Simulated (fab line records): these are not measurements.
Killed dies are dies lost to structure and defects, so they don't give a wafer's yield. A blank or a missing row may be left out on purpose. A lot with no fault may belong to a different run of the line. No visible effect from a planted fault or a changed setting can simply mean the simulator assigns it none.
fab line records | flow n5-finfet
record: lots: 7 wafers: 39
route steps=1938 shown WELL_APT@55 DUMMY_GATE@243 SD_EPI_N@267 GATE_CUT@466 MOL_CONTACT_COAG@609 BEOL_M4@1111
start-h: hours from the record's first day to the start of the lot's first wafer shown | wait-h: how many hours have passed since the lot's step before this one | " same as the row above | L1.1+2: a single row standing in for several wafers | - no value present, or no start provided | * or withheld: withheld | < > ~ a bound
route shown NAME@n: names a module that has steps shown in the file, with the first one's number in the route | usual: mean and standard deviation over wafers with no fault | same: alike in all rows | chamber/n: place in a boat | sites: per-site readings | _std_site: their standard deviation | _edge_site: inner sites' mean taken away from outer sites' mean | radius-mm: for every site, how far away it sits from the centre of the wafer | mask NAME#n: copy n | behind: the last tool/chamber to shape the wafer | hold: the reason the lot was held/the length of the hold in hours/how it ended | device: the n, p or np transistor that did not switch | end of line: the route-end tests of the same wafers | a step without rows: its recipe alone | killed: not the wafer's yield, but the dies lost to structure and defects at the first sort | map: a wafer's dies, marking killed ones x, the rest . and places with no die _
set.NAME: the setting the step ran with; set.NAME@STEP: the setting that earlier step ran with | model.NAME: the simulator's own value behind a step, which no gauge read
lots where settings were altered on purpose, with a table for each step and a row for each wafer
== steps ==
step: N5_WELL_APT_EPI_41
recipe: material: Si target-thk-a: 500 temp-c: 650 precursor: SiH4/H2 pressure-torr: 20 time-s: 297.7
step: N5_DUMMY_GATE_ETCH_31
recipe: chemistry: C4F6/O2 target: SiO2 mask-material: SOC target-depth-a: 825 time-s: 27.5 ion-energy-ev: 250 pressure-mtorr: 30 source-w: 345 bias-w: 185 Ar_flow_sccm: 300 C4F6_flow_sccm: 10 O2_flow_sccm: 10
step: N5_DUMMY_GATE_ETCH_32
recipe: chemistry: CF4 target: SiO2 target-depth-a: 35 time-s: 3.9 ion-energy-ev: 350 pressure-mtorr: 10 icp-w: 800 bias-w: 400 cf4-flow-sccm: 80
step: N5_DUMMY_GATE_ETCH_44
recipe: chemistry: HBr/O2 over-etch-frac: 0.7 target-depth-a: 1275 stop-on: SiO2 ion-energy-ev: 60 bias-w: 20 target: poly-Si mask-material: SiO2 pressure-mtorr: 20 icp-w: 400 HBr_flow_sccm: 120 O2_flow_sccm: 10
step: N5_DUMMY_GATE_ETCH_42
recipe: chemistry: CHF3/O2 target: SiO2 target-depth-a: 35 time-s: 31 ion-energy-ev: 30 bias-w: 12 pressure-mtorr: 30 source-w: 600 Ar_flow_sccm: 200 CHF3_flow_sccm: 50 O2_flow_sccm: 5
step: N5_SD_EPI_N_EXPOSE_06
recipe: mask-id: SD_N_BLK na: 1.35 source-shape: conventional sigma-outer: 0.8 polarization: unpolarized target-cd-nm: 120 dose-mj: 39.75
step: N5_GATE_CUT_ETCH_56
recipe: chemistry: Cl2/Ar target: TiN target-depth-a: 216 pressure-mtorr: 10 icp-w: 600 bias-w: 60 Cl2_flow_sccm: 40 Ar_flow_sccm: 60
step: N5_GATE_CUT_ETCH_36
recipe: chemistry: CF4 target: SiARC target-depth-a: 130 mask-material: CAR-EUV time-s: 21.7 ion-energy-ev: 80 pressure-mtorr: 40 source-w: 545 bias-w: 36 Ar_flow_sccm: 100 cf4-flow-sccm: 100 ends: cleared
step: N5_MOL_CONTACT_COAG_ETCHBACK_134
recipe: chemistry: CHF3 target: SiO2 target-depth-a: 100 time-s: 6.7 ion-energy-ev: 200 pressure-mtorr: 30 source-w: 610 bias-w: 170 Ar_flow_sccm: 200 CHF3_flow_sccm: 50
step: N5_BEOL_M4_RC_MEAS_101
usual: CJ_N: 4.35/0.092 RS_PWELL: 3013/24
columns lot.wafer tool chamber start-h wait-h set.target-thk-a@WELL_APT_EPI_41 set.target-depth-a@DUMMY_GATE_ETCH_31 set.time-s@DUMMY_GATE_ETCH_32 set.target-depth-a@DUMMY_GATE_ETCH_44 set.bias-w@DUMMY_GATE_ETCH_42 set.dose-mj@SD_EPI_N_EXPOSE_06 set.target-depth-a@GATE_CUT_ETCH_56 set.cf4-flow-sccm@GATE_CUT_ETCH_36 set.time-s@MOL_CONTACT_COAG_ETCHBACK_134 CJ_N RS_PWELL[ohm/sq]
L075.1 prober-01 0 175.49 0.0 500 825 3.9 1275 13.07 39.75 216 100 7.159 4.39 3040
L075.2 " 0 " " 500 755.2 3.9 1169 13.07 41.63 236 100 6.7 4.41 3015
L075.3 " 0 " " 500 755.2 3.9 1169 12 39.75 216 100 6.7 4.39 3030
L075.4 " 0 " " 510.4 825 3.9 1169 12 39.75 236 100 6.7 4.30 2995
L075.5 " 0 " " 510.4 755.2 3.9 1275 13.07 41.63 216 100 7.159 4.21 3012
L075.6 " 0 " " 510.4 825 3.9 1275 12 41.63 236 100 7.159 4.32 2980
L076.1 prober-02 0 179.65 0.0 475.7 825 3.9 1275 12 39.75 226.3 100 6.7 4.60 3045
L076.2 " 0 " " 475.7 898.8 3.9 1275 13.08 39.75 216 100 5.534 4.56 3045
L076.3 " 0 " " 500 825 3.9 1275 13.08 39.75 226.3 111.4 5.534 4.41 3018
L076.4 " 0 " " 475.7 898.8 3.9 1275 12 39.75 216 111.4 6.7 4.53 3048
L076.5 " 0 " " 500 825 3.9 1275 12 39.75 216 100 5.534 4.35 3029
L076.6 " 0 " " 500 898.8 3.9 1275 13.08 39.75 226.3 111.4 6.7 4.42 3013
L083.1 prober-02 0 224.54 0.0 500 825 3.9 1275 12 38.41 216 100 5.768 4.37 3044
L083.2 " 0 " " 500 729 3.9 1145 12 38.41 232.3 100 6.7 4.61 3071
L083.3 " 0 " " 484.2 729 3.9 1275 11.16 39.75 232.3 100 5.768 4.52 3082
L083.4 " 0 " " 484.2 729 3.9 1145 11.16 38.41 216 100 5.768 4.56 3074
L083.5 " 0 " " 500 825 3.9 1145 11.16 39.75 232.3 100 6.7 4.37 3046
L083.6 " 0 " " 484.2 825 3.9 1275 12 39.75 216 100 6.7 4.54 3096
L084.3 prober-02 0 234.68 0.3 500 825 3.9 1275 12 39.75 216 100 6.7 4.41 3000
L084.4 " 0 " " 500 825 3.9 1275 12 39.75 216 100 6.7 4.34 2988
L084.5 " 0 " " 500 825 3.9 1275 12 39.75 216 100 6.7 4.50 3006
L091.1 prober-02 0 273.13 0.0 500 825 3.9 1275 12 39.75 216 114.2 5.452 4.30 2998
L091.2 " 0 " " 500 825 3.083 1275 12 39.75 216 100 6.7 4.27 2973
L091.3 " 0 " " 466.6 825 3.083 1275 13.41 39.75 198.6 100 5.452 4.61 3049
L091.4 " 0 " " 500 825 3.083 1275 13.41 38.86 216 114.2 6.7 4.22 3002
L091.5 " 0 " " 466.6 825 3.9 1275 12 38.86 198.6 114.2 6.7 4.57 3051
L091.6 " 0 " " 466.6 825 3.9 1275 13.41 38.86 198.6 100 5.452 4.59 3050
L093.1 prober-02 0 317.33 0.0 465 916.5 4.538 1275 12 41.83 203.7 113.1 6.7 4.68 3064
L093.2 " 0 " " 500 916.5 3.9 1275 12 39.75 203.7 100 7.768 4.34 2978
L093.3 " 0 " " 500 825 3.9 1431 12 41.83 216 100 6.7 4.11 3012
L093.4 " 0 " " 500 916.5 4.538 1431 12 39.75 216 100 6.7 4.26 2988
L093.5 " 0 " " 465 825 3.9 1275 12 41.83 216 113.1 7.768 4.60 3063
L093.6 " 0 " " 465 825 4.538 1431 12 39.75 203.7 113.1 7.768 4.55 3077
L097.1 prober-02 0 339.85 0.0 500 862 3.9 1275 12 37.8 216 110.6 6.7 4.43 2983
L097.2 " 0 " " 500 825 3.9 1275 12 39.75 200.3 100 7.271 4.27 2980
L097.3 " 0 " " 485.6 862 4.359 1275 10.12 39.75 216 110.6 7.271 4.42 2957
L097.4 " 0 " " 485.6 825 4.359 1275 12 37.8 200.3 100 7.271 4.46 2977
L097.5 " 0 " " 500 825 4.359 1275 10.12 39.75 216 100 6.7 4.32 2982
L097.6 " 0 " " 485.6 862 3.9 1275 10.12 37.8 200.3 110.6 6.7 4.37 3011
== key ==
split: step: N5_WELL_APT_EPI_41 setting: target-thk-a stated-as: 500
response: step: N5_BEOL_M4_RC_MEAS_101 reading: CJ_N slope: -0.0465 per: 1% together-with: all explained: 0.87
response: step: N5_BEOL_M4_RC_MEAS_101 reading: RS_PWELL slope: -7.4 per: 1% together-with: all explained: 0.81
split: step: N5_DUMMY_GATE_ETCH_31 setting: target-depth-a stated-as: 825
response none clear
split: step: N5_DUMMY_GATE_ETCH_32 setting: time-s stated-as: 3.9
response none clear
split: step: N5_DUMMY_GATE_ETCH_44 setting: target-depth-a stated-as: 1275
response none clear
split: step: N5_DUMMY_GATE_ETCH_42 setting: bias-w stated-as: 12
response none clear
split: step: N5_SD_EPI_N_EXPOSE_06 setting: dose-mj stated-as: 39.75
response none clear
split: step: N5_GATE_CUT_ETCH_56 setting: target-depth-a stated-as: 216
response none clear
split: step: N5_GATE_CUT_ETCH_36 setting: cf4-flow-sccm stated-as: 100
response none clear
split: step: N5_MOL_CONTACT_COAG_ETCHBACK_134 setting: time-s stated-as: 6.7
response none clear
